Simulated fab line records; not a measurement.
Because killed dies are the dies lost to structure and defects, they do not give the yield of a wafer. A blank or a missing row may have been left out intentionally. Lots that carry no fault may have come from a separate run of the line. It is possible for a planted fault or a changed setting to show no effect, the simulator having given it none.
fab line records	flow n5_finfet	part 1 of 2: steps 1 to 4 of 6
record lots=22	wafers=66	last_day=17
route steps=1938 shown GATE_CUT@493 MOL_CONTACT_COAG@538
lots that met no fault: taken from a fault-free run of the same line
start_h: hours from the record's first day to the start of the lot's first wafer shown	wait_h: hours from the lot's prior step to this one	" unchanged from the row above	L1.1+2: several wafers, shown together as one row	- either no value or no given start	* or withheld: withheld	< > ~ a bound
route shown NAME@n: a module of which the file shows steps, and the number in the route of the first	usual: mean/standard deviation of fault-free wafers	same: alike in all rows	chamber/n: place in a boat	sites: each site's reading	_std_site: standard deviation across them	_edge_site: outer sites' mean less inner sites'	radius_mm: how far each site lies from the wafer's centre	mask NAME#n: copy n	behind: tool/chamber where the wafer was last shaped	hold: cause of the lot's hold/its duration in hours/its outcome	device: which transistor (n, p or np) failed to switch	end of line: the same wafers' tests at the end of the route	a step without rows: its recipe alone	killed: dies lost to structure and defects at the first sort, not the wafer's yield	map: the dies of a wafer, with x for killed, . for not killed, _ for no die there
set.NAME: setting as actually run; set.NAME@STEP: the setting as run at that earlier step	model.NAME: the simulator's own value behind a step, which no gauge read
the route's steps for a sample of lots (tables are steps, rows are wafers)
services: a tool's chamber out of use, with start hour (start_h, from the record's first day; less than 0 if before it), hours out, and reason
## steps
# step N5_GATE_CUT_ETCH_37
# recipe chemistry=N2/H2	target=SOC	target_depth_a=600	overetch_a=120	mask_material=SiARC	temp_c=40	time_s=90	ion_energy_ev=200	pressure_mtorr=30	source_w=840	bias_w=150	n2_flow_sccm=200	h2_flow_sccm=200
# usual drypump_motor_current_A=5.8/0.6	oes_product_au=0.72/0.083	rf_vpp_V=522.8/1.6	showerhead_plenum_p_Torr=2.50/0.05	throttle_valve_pct=17.81/0.21
lot.wafer	tool	chamber	start_h	wait_h	drypump_motor_current_A	oes_product_au	rf_hours_counter_h	rf_vpp_V	showerhead_plenum_p_Torr	throttle_valve_pct
L074.1	rie_diel-03	2	84.71	0.0	5.2	0.68	169	524.5	2.53	18.00
L074.3	"	0	"	"	6.6	0.64	210	524.4	2.50	17.80
L074.6	"	0	"	"	6.5	0.64	-	522.6	2.50	17.82
L075.1	rie_diel-05	3	93.34	0.0	5.5	0.60	248	525.1	2.64	18.19
L075.4	"	2	"	"	5.8	0.82	19	525.1	2.60	17.41
L075.5	"	0	"	"	6.4	0.72	-	522.6	2.49	18.00
L076.4	rie_diel-03	0	97.12	0.0	6.5	0.63	215	522.8	2.50	17.83
L076.5	"	0	"	"	6.5	0.63	-	522.7	2.50	17.83
L076.6	"	1	"	"	4.7	0.85	-	521.8	2.51	17.92
L077.2	rie_diel-01	2	102.56	0.0	5.6	0.82	14	522.9	2.48	17.51
L077.3	"	0	"	"	6.0	0.69	130	524.5	2.54	17.80
L077.6	"	3	"	"	6.4	0.71	-	521.8	2.46	17.70
L078.1	rie_diel-01	3	112.65	0.0	6.3	0.70	104	520.4	2.46	17.72
L078.5	"	3	"	"	6.3	0.70	-	522.4	2.46	17.74
L078.6	"	0	"	"	6.0	0.69	-	524.5	2.54	17.80
L079.1	rie_diel-03	1	115.50	0.0	4.7	0.84	10	523.2	2.51	17.95
L079.4	"	2	"	"	5.2	0.66	178	523.3	2.52	18.02
L079.5	"	2	"	"	5.2	0.66	-	522.2	2.52	18.02
L081.2	rie_diel-05	0	125.69	0.0	6.4	0.71	84	520.4	2.48	18.05
L081.3	"	1	"	"	5.4	0.77	36	526.3	2.57	17.38
L081.6	"	3	"	"	5.5	0.88	-	525.9	2.64	17.90
L080.3	rie_diel-03	0	132.25	0.0	6.6	0.62	224	521.4	2.50	17.85
L080.4	"	2	"	"	5.2	0.66	-	522.5	2.52	18.05
L080.5	"	0	"	"	6.6	0.62	-	522.9	2.50	17.84
L082.3	rie_diel-01	2	133.39	0.0	5.6	0.79	22	523.0	2.48	17.52
L082.5	"	2	"	"	5.6	0.81	-	523.0	2.48	17.54
L082.6	"	3	"	"	6.4	0.70	-	521.8	2.46	17.75
L083.2	rie_diel-01	0	143.85	0.0	6.0	0.67	143	525.5	2.53	17.82
L083.3	"	1	"	"	5.7	0.61	221	519.0	2.40	17.87
L083.5	"	3	"	"	6.3	0.69	-	521.6	2.46	17.74
L084.2	rie_diel-03	1	150.54	0.0	4.7	0.81	21	523.3	2.50	17.97
L084.3	"	0	"	"	6.6	0.62	230	524.7	2.49	17.86
L084.5	"	1	"	"	4.7	0.82	-	521.1	2.50	17.97
L085.1	rie_diel-01	0	152.82	0.0	6.0	0.68	146	523.5	2.53	17.83
L085.4	"	3	"	"	6.3	0.69	118	520.2	2.46	17.76
L085.5	"	2	"	"	5.6	0.79	-	524.0	2.47	17.53
L087.1	rie_diel-03	3	161.58	0.0	6.4	0.82	16	523.6	2.51	17.58
L087.5	"	0	"	"	6.6	0.62	-	523.5	2.49	17.85
L087.6	"	3	"	"	6.3	0.82	-	522.8	2.51	17.58
L088.4	rie_diel-01	2	168.05	0.0	5.6	0.78	-	523.1	2.47	17.54
L088.5	"	1	"	"	5.7	0.61	-	520.2	2.40	17.88
L088.6	"	0	"	"	6.0	0.68	-	523.5	2.53	17.85
L089.1	rie_diel-05	3	174.85	0.0	5.5	0.84	13	524.8	2.63	17.91
L089.3	"	2	"	"	5.7	0.78	43	524.9	2.58	17.46
L089.5	"	0	"	"	6.4	0.69	-	521.1	2.48	18.05
L090.4	rie_diel-03	3	179.38	0.0	6.4	0.81	22	522.3	2.51	17.60
L090.5	"	3	"	"	6.4	0.81	-	522.6	2.51	17.59
L090.6	"	2	"	"	5.2	0.65	-	522.7	2.51	18.06
L091.2	rie_diel-03	3	189.59	0.0	6.4	0.79	25	522.1	2.51	17.60
L091.4	"	2	"	"	5.2	0.64	201	524.0	2.51	18.08
L091.6	"	3	"	"	6.4	0.80	-	523.2	2.51	17.61
L093.2	rie_diel-03	2	200.58	0.0	5.2	0.64	205	522.8	2.51	18.08
L093.4	"	1	"	"	4.7	0.79	34	523.2	2.50	18.00
L093.5	"	0	"	"	6.5	0.61	-	523.6	2.49	17.87
L094.1	rie_diel-01	2	204.88	0.0	5.6	0.77	44	521.9	2.47	17.53
L094.4	"	1	"	"	5.7	0.60	239	519.6	2.39	17.91
L094.5	"	1	"	"	5.7	0.60	-	519.6	2.39	17.90
L095.2	rie_diel-01	2	209.51	0.0	5.6	0.77	46	522.4	2.47	17.57
L095.5	"	2	"	"	5.6	0.76	-	522.3	2.47	17.55
L095.6	"	3	"	"	6.3	0.68	-	520.8	2.45	17.77
L096.2	rie_diel-03	3	219.88	0.0	6.4	0.79	35	524.0	2.51	17.63
L096.4	"	1	"	"	4.7	0.78	-	523.2	2.50	17.99
L096.5	"	3	"	"	6.4	0.79	-	522.4	2.51	17.61
L097.3	rie_diel-03	1	226.43	0.0	4.7	0.77	44	522.7	2.49	18.01
L097.4	"	1	"	"	4.7	0.77	-	523.7	2.49	18.02
L097.5	"	3	"	"	6.4	0.78	-	522.2	2.50	17.61
# step N5_GATE_CUT_CUT_ETCH_54
# recipe chemistry=Cl2/BCl3	target=TiN	mask_material=SiO2	target_depth_a=967	pressure_mtorr=10	icp_w=1000	bias_w=126	Cl2_flow_sccm=53.25	bcl3_flow_sccm=21.75	Ar_flow_sccm=25	ends=cleared
# usual drypump_motor_current_A=5.8/0.38	etch_rf_on_time_s=36.8/0.67	oes_product_au=0.66/0.065	throttle_valve_pct=22.4/0.3
lot.wafer	tool	chamber	start_h	wait_h	drypump_motor_current_A	etch_rf_on_time_s	oes_product_au	rf_hours_counter_h	throttle_valve_pct
L074.1	rie_metal-02	0	85.09	0.0	5.4	36.9	0.71	32	21.9
L074.3	"	0	"	"	5.4	37.1	0.71	-	21.9
L074.6	"	1	"	"	6.0	36.1	0.67	-	22.4
L075.1	rie_metal-01	1	93.71	0.0	6.4	36.8	0.70	48	22.6
L075.4	"	0	"	"	5.3	37.3	0.57	-	22.7
L075.5	"	0	"	"	5.3	37.4	0.56	-	22.6
L076.4	rie_metal-01	1	97.51	0.0	6.4	37.0	0.70	-	22.6
L076.5	"	0	"	"	5.3	37.7	0.56	-	22.6
L076.6	"	1	"	"	6.4	36.9	0.70	-	22.6
L077.2	rie_metal-03	0	102.93	0.0	6.0	37.1	0.79	16	22.2
L077.3	"	1	"	"	6.0	36.4	0.57	-	22.8
L077.6	"	0	"	"	6.0	37.0	0.78	-	22.1
L078.1	rie_metal-03	1	113.02	0.0	6.0	36.5	0.57	118	22.8
L078.5	"	0	"	"	5.9	36.8	0.78	-	22.1
L078.6	"	1	"	"	6.0	36.4	0.57	-	22.8
L079.1	rie_metal-02	1	115.87	0.0	6.0	36.0	0.67	67	22.4
L079.4	"	0	"	"	5.4	37.3	0.71	-	21.9
L079.5	"	1	"	"	6.0	36.2	0.66	-	22.4
L081.2	rie_metal-02	0	126.07	0.0	5.4	37.4	0.71	36	21.9
L081.3	"	0	"	"	5.4	37.3	0.70	-	21.9
L081.6	"	1	"	"	5.9	36.1	0.66	-	22.4
L080.3	rie_metal-02	0	132.65	0.0	5.4	37.3	0.70	-	21.9
L080.4	"	1	"	"	5.9	36.3	0.67	-	22.4
L080.5	"	1	"	"	6.0	35.9	0.67	-	22.4
L082.3	rie_metal-02	1	133.78	0.0	5.9	35.7	0.67	-	22.4
L082.5	"	1	"	"	5.9	35.7	0.67	-	22.4
L082.6	"	0	"	"	5.4	37.2	0.70	-	21.9
L083.2	rie_metal-02	0	144.22	0.0	5.4	37.0	0.69	37	21.9
L083.3	"	1	"	"	5.9	35.5	0.67	-	22.4
L083.5	"	0	"	"	5.4	36.7	0.70	-	21.9
L084.2	rie_metal-01	1	150.91	0.0	6.3	37.3	0.68	54	22.6
L084.3	"	1	"	"	6.3	37.2	0.69	-	22.6
L084.5	"	0	"	"	5.3	37.3	0.56	-	22.7
L085.1	rie_metal-03	0	153.19	0.0	5.9	36.6	0.77	21	22.1
L085.4	"	0	"	"	5.9	36.7	0.77	-	22.1
L085.5	"	1	"	"	6.0	36.5	0.56	-	22.8
L087.1	rie_metal-01	0	161.95	0.0	5.3	37.2	0.56	113	22.7
L087.5	"	0	"	"	5.4	37.3	0.56	-	22.6
L087.6	"	1	"	"	6.3	37.0	0.69	-	22.6
L088.4	rie_metal-01	1	168.41	0.0	6.4	36.8	0.69	-	22.6
L088.5	"	0	"	"	5.3	37.4	0.56	-	22.7
L088.6	"	1	"	"	6.4	36.9	0.69	-	22.6
L089.1	rie_metal-01	1	175.22	0.0	6.3	36.8	0.69	56	22.6
L089.3	"	1	"	"	6.3	36.7	0.68	-	22.6
L089.5	"	1	"	"	6.3	36.9	0.68	-	22.6
L090.4	rie_metal-02	0	179.77	0.0	5.4	37.3	0.69	-	21.9
L090.5	"	0	"	"	5.4	37.2	0.69	-	22.0
L090.6	"	1	"	"	5.9	35.5	0.66	-	22.4
L091.2	rie_metal-02	1	189.96	0.0	6.0	35.4	0.66	74	22.4
L091.4	"	0	"	"	5.4	37.2	0.68	-	21.9
L091.6	"	0	"	"	5.4	37.3	0.68	-	21.9
L093.2	rie_metal-02	1	200.95	0.0	6.0	35.3	0.66	76	22.4
L093.4	"	0	"	"	5.4	37.1	0.69	-	22.0
L093.5	"	1	"	"	6.0	35.6	0.65	-	22.4
L094.1	rie_metal-01	0	205.25	0.0	5.4	37.4	0.54	117	22.7
L094.4	"	1	"	"	6.3	37.2	0.67	-	22.6
L094.5	"	0	"	"	5.3	37.4	0.55	-	22.7
L095.2	rie_metal-01	0	209.89	0.0	5.3	37.5	0.55	117	22.7
L095.5	"	1	"	"	6.4	37.2	0.67	-	22.7
L095.6	"	0	"	"	5.4	37.3	0.55	-	22.7
L096.2	rie_metal-03	0	220.25	0.0	5.9	37.2	0.75	25	22.2
L096.4	"	1	"	"	6.0	36.7	0.55	-	22.8
L096.5	"	0	"	"	5.9	36.9	0.75	-	22.2
L097.3	rie_metal-02	0	226.82	0.0	5.4	37.3	0.68	-	22.0
L097.4	"	1	"	"	6.0	35.7	0.64	-	22.4
L097.5	"	1	"	"	5.9	35.7	0.65	-	22.4
# step N5_GATE_CUT_CMP_23
# recipe stop_on=SiO2	t_overpolish_s=23.4	post_cmp_clean=alkaline_brush	down_force_psi=2.5	platen_rpm=51.8	pad_velocity_m_s=1.0307	target_thk_nm=16
# usual motor_current_A=9.3/0.59	overpolish_run_s=23.401/0.0096	time_to_endpoint_s=20.1/2.2
# same t_overpolish_s=23.4
lot.wafer	tool	chamber	start_h	wait_h	motor_current_A	overpolish_run_s	time_to_endpoint_s
L074.3	cmp-03	0	87.21	0.8	9.3	23.406	20.4
L074.1	"	2	"	"	8.7	23.391	22.0
L074.6	"	0	"	"	9.0	23.393	21.6
L075.1	cmp-01	2	95.79	0.8	8.0	23.397	22.7
L075.4	"	1	"	"	9.7	23.396	20.3
L075.5	"	2	"	"	8.2	23.399	21.1
L076.4	cmp-02	0	100.47	0.9	9.9	23.407	17.7
L076.5	"	1	"	"	9.7	23.405	19.2
L076.6	"	2	"	"	9.9	23.401	19.8
L077.2	cmp-02	0	104.80	0.8	9.9	23.409	19.7
L077.3	"	3	"	"	8.5	23.395	21.8
L077.6	"	0	"	"	9.3	23.404	20.9
L078.1	cmp-02	1	115.04	0.9	9.7	23.404	22.2
L078.6	"	2	"	"	10.0	23.404	20.6
L078.5	"	3	"	"	8.3	23.407	19.3
L079.4	cmp-01	0	117.97	0.8	8.8	23.394	19.3
L079.1	"	2	"	"	8.2	23.395	19.6
L079.5	"	1	"	"	9.3	23.402	20.2
L081.3	cmp-03	2	128.44	0.9	9.3	23.396	22.9
L081.2	"	0	"	"	9.2	23.426	22.7
L081.6	"	2	"	"	9.1	23.400	21.8
L080.3	cmp-02	2	134.76	0.8	9.9	23.396	18.8
L080.4	"	0	"	"	9.3	23.408	17.3
L080.5	"	3	"	"	8.3	23.401	18.2
L082.3	cmp-02	0	135.74	0.9	9.5	23.399	19.8
L082.5	"	2	"	"	10.2	23.411	24.2
L082.6	"	3	"	"	8.3	23.397	19.6
L083.2	cmp-03	3	147.03	0.8	9.0	23.394	20.1
L083.3	"	0	"	"	9.7	23.399	17.1
L083.5	"	3	"	"	9.7	23.408	19.1
L084.3	cmp-03	1	152.79	0.8	9.2	23.414	19.7
L084.2	"	3	"	"	9.8	23.382	20.5
L084.5	"	2	"	"	9.3	23.391	18.9
L085.1	cmp-03	3	155.11	0.8	9.6	23.402	21.8
L085.4	"	0	"	"	9.6	23.401	21.7
L085.5	"	2	"	"	9.3	23.384	16.7
L087.1	cmp-01	3	163.94	0.9	8.9	23.409	23.9
L087.6	"	0	"	"	9.4	23.412	22.3
L087.5	"	1	"	"	9.9	23.397	19.3
L088.4	cmp-02	2	170.27	0.8	9.7	23.380	19.1
L088.6	"	2	"	"	9.7	23.404	21.6
L088.5	"	3	"	"	8.4	23.413	21.7
L089.1	cmp-03	0	177.29	0.8	9.3	23.400	19.0
L089.3	"	1	"	"	9.5	23.394	17.0
L089.5	"	3	"	"	9.6	23.381	17.8
L090.4	cmp-01	2	182.90	0.8	8.1	23.393	21.0
L090.5	"	0	"	"	9.1	23.407	20.9
L090.6	"	1	"	"	8.9	23.399	16.3
L091.2	cmp-02	0	191.98	0.8	9.7	23.401	16.3
L091.4	"	1	"	"	9.9	23.401	22.8
L091.6	"	1	"	"	9.7	23.388	20.2
L093.4	cmp-02	2	202.82	0.8	9.9	23.398	20.1
L093.2	"	3	"	"	8.6	23.418	18.5
L093.5	"	2	"	"	10.2	23.401	19.8
L094.1	cmp-01	3	207.16	0.8	8.7	23.387	23.7
L094.4	"	1	"	"	9.0	23.390	21.1
L094.5	"	2	"	"	8.1	23.401	23.1
L095.2	cmp-02	3	211.84	0.8	8.2	23.418	18.6
L095.6	"	1	"	"	10.2	23.402	25.2
L095.5	"	2	"	"	9.8	23.405	19.4
L096.2	cmp-02	3	222.32	0.9	8.5	23.388	17.6
L096.4	"	0	"	"	10.0	23.411	18.3
L096.5	"	2	"	"	9.3	23.405	19.6
L097.3	cmp-02	0	228.88	0.8	10.1	23.407	16.1
L097.4	"	1	"	"	9.7	23.389	21.1
L097.5	"	3	"	"	8.8	23.397	17.7
# step N5_MOL_CONTACT_COAG_ETCH_110
# recipe chemistry=CF4/O2	target=Si	target_depth_a=25	time_s=8	pressure_mtorr=100	source_w=200	bias_w=12	ion_energy_ev=60	Ar_flow_sccm=100	cf4_flow_sccm=100	O2_flow_sccm=10
# usual O2_flow_sccm=10.00/0.03	drypump_motor_current_A=5.6/0.4	oes_product_au=0.78/0.091	rf_vpp_V=126/5.2	showerhead_plenum_p_Torr=2.19/0.048	throttle_valve_pct=10.80/0.15
lot.wafer	tool	chamber	start_h	wait_h	O2_flow_sccm	drypump_motor_current_A	oes_product_au	rf_hours_counter_h	rf_vpp_V	showerhead_plenum_p_Torr	throttle_valve_pct
L074.1	rie_diel-06	2	89.48	0.0	10.01	5.5	0.74	155	132	2.21	10.92
L074.3	"	1	"	"	9.93	6.2	0.99	4	135	2.18	10.64
L074.6	"	1	"	"	9.95	6.2	0.98	-	136	2.18	10.62
L075.1	rie_diel-06	3	97.65	0.0	9.97	5.5	0.91	31	128	2.19	10.52
L075.4	"	1	"	"	9.97	6.2	0.99	7	135	2.18	10.64
L075.5	"	0	"	"	9.99	5.7	0.68	-	118	2.19	10.94
L076.4	rie_diel-04	2	102.10	0.0	10.00	6.0	0.70	183	122	2.20	10.82
L076.5	"	0	"	"	10.03	6.1	0.73	-	124	2.28	10.78
L076.6	"	3	"	"	9.99	5.5	0.81	-	126	2.17	10.74
L077.2	rie_diel-06	1	106.54	0.0	10.02	6.2	0.97	10	135	2.18	10.66
L077.3	"	3	"	"	10.00	5.5	0.91	34	127	2.19	10.53
L077.6	"	3	"	"	9.97	5.5	0.90	-	129	2.19	10.53
L078.1	rie_diel-06	2	116.82	0.0	10.02	5.5	0.75	163	131	2.21	10.95
L078.5	"	3	"	"	9.97	5.5	0.89	-	129	2.19	10.54
L078.6	"	0	"	"	9.97	5.7	0.68	-	117	2.19	10.95
L079.1	rie_diel-04	2	119.93	0.0	10.03	6.0	0.70	187	123	2.20	10.84
L079.4	"	1	"	"	9.99	5.2	0.77	130	126	2.15	10.97
L079.5	"	3	"	"	9.99	5.5	0.81	-	125	2.17	10.76
L081.2	rie_diel-06	1	130.44	0.0	9.98	6.2	0.95	17	136	2.18	10.67
L081.3	"	2	"	"	9.95	5.5	0.74	168	130	2.21	10.96
L081.6	"	1	"	"	10.03	6.2	0.95	-	136	2.18	10.67
L080.3	rie_diel-04	3	136.62	0.0	9.93	5.5	0.81	106	124	2.17	10.79
L080.4	"	1	"	"	10.01	5.1	0.76	136	125	2.15	10.98
L080.5	"	2	"	"	9.98	6.0	0.71	-	120	2.20	10.85
L082.3	rie_diel-06	0	137.54	0.0	9.94	5.7	0.67	240	118	2.19	10.97
L082.5	"	0	"	"	9.97	5.7	0.67	-	119	2.19	10.99
L082.6	"	1	"	"	10.03	6.2	0.94	-	135	2.18	10.68
L083.2	rie_diel-06	1	148.86	0.0	10.01	6.2	0.93	25	135	2.18	10.70
L083.3	"	0	"	"	9.95	5.7	0.67	245	117	2.18	10.98
L083.5	"	3	"	"	9.98	5.5	0.87	-	128	2.19	10.58
L084.2	rie_diel-04	0	154.54	0.0	9.96	6.1	0.73	204	123	2.28	10.86
L084.3	"	3	"	"	10.02	5.5	0.81	113	125	2.17	10.78
L084.5	"	2	"	"	9.97	6.0	0.71	-	121	2.20	10.88
L085.1	rie_diel-02	2	157.12	0.0	9.95	4.8	0.74	171	125	2.27	10.69
L085.4	"	3	"	"	10.03	5.2	0.90	42	127	2.18	10.70
L085.5	"	1	"	"	9.99	5.6	0.72	-	124	2.12	10.74
L087.1	rie_diel-02	2	165.56	0.0	9.95	4.9	0.75	173	126	2.27	10.70
L087.5	"	1	"	"	10.04	5.7	0.71	-	123	2.12	10.76
L087.6	"	2	"	"	9.99	4.8	0.75	-	125	2.27	10.69
L088.4	rie_diel-02	0	172.03	0.0	9.95	5.9	0.70	229	131	2.30	10.93
L088.5	"	2	"	"	9.97	4.8	0.74	-	126	2.27	10.71
L088.6	"	1	"	"	10.00	5.6	0.71	-	124	2.12	10.75
L089.1	rie_diel-04	3	178.97	0.0	10.01	5.5	0.79	122	126	2.17	10.81
L089.3	"	2	"	"	10.01	6.0	0.70	208	121	2.19	10.91
L089.5	"	1	"	"	10.01	5.1	0.75	-	125	2.14	11.03
L090.4	rie_diel-06	1	185.53	0.0	9.99	6.2	0.89	-	137	2.17	10.75
L090.5	"	2	"	"	9.94	5.5	0.73	-	131	2.21	10.98
L090.6	"	3	"	"	9.99	5.5	0.85	-	129	2.18	10.62
L091.2	rie_diel-02	0	193.84	0.0	10.01	5.9	0.71	235	130	2.29	10.95
L091.4	"	2	"	"	10.01	4.8	0.74	183	123	2.27	10.72
L091.6	"	3	"	"	9.97	5.2	0.89	-	128	2.18	10.74
L093.2	rie_diel-04	0	204.68	0.0	9.97	6.1	0.70	224	123	2.27	10.90
L093.4	"	2	"	"	9.98	6.0	0.69	216	122	2.19	10.94
L093.5	"	2	"	"	10.00	6.0	0.69	-	122	2.19	10.91
L094.1	rie_diel-04	0	208.86	0.0	10.01	6.1	0.72	225	123	2.27	10.92
L094.4	"	2	"	"	10.01	6.0	0.69	217	122	2.19	10.92
L094.5	"	0	"	"	10.06	6.1	0.70	-	123	2.27	10.90
L095.2	rie_diel-02	3	213.50	0.0	10.01	5.2	0.87	59	127	2.18	10.76
L095.5	"	2	"	"	9.94	4.8	0.73	-	126	2.26	10.75
L095.6	"	1	"	"	9.94	5.7	0.70	-	124	2.11	10.80
L096.2	rie_diel-06	0	224.13	0.0	9.99	5.7	0.94	12	118	2.18	10.33
L096.4	"	2	"	"	10.06	5.5	0.72	193	131	2.20	11.03
L096.5	"	0	"	"	9.98	5.7	0.95	-	116	2.18	10.32
L097.3	rie_diel-02	1	230.59	0.0	10.02	5.6	0.70	217	124	2.11	10.81
L097.4	"	0	"	"	10.02	5.9	0.69	246	132	2.29	10.97
L097.5	"	2	"	"	10.00	4.8	0.72	-	124	2.26	10.76
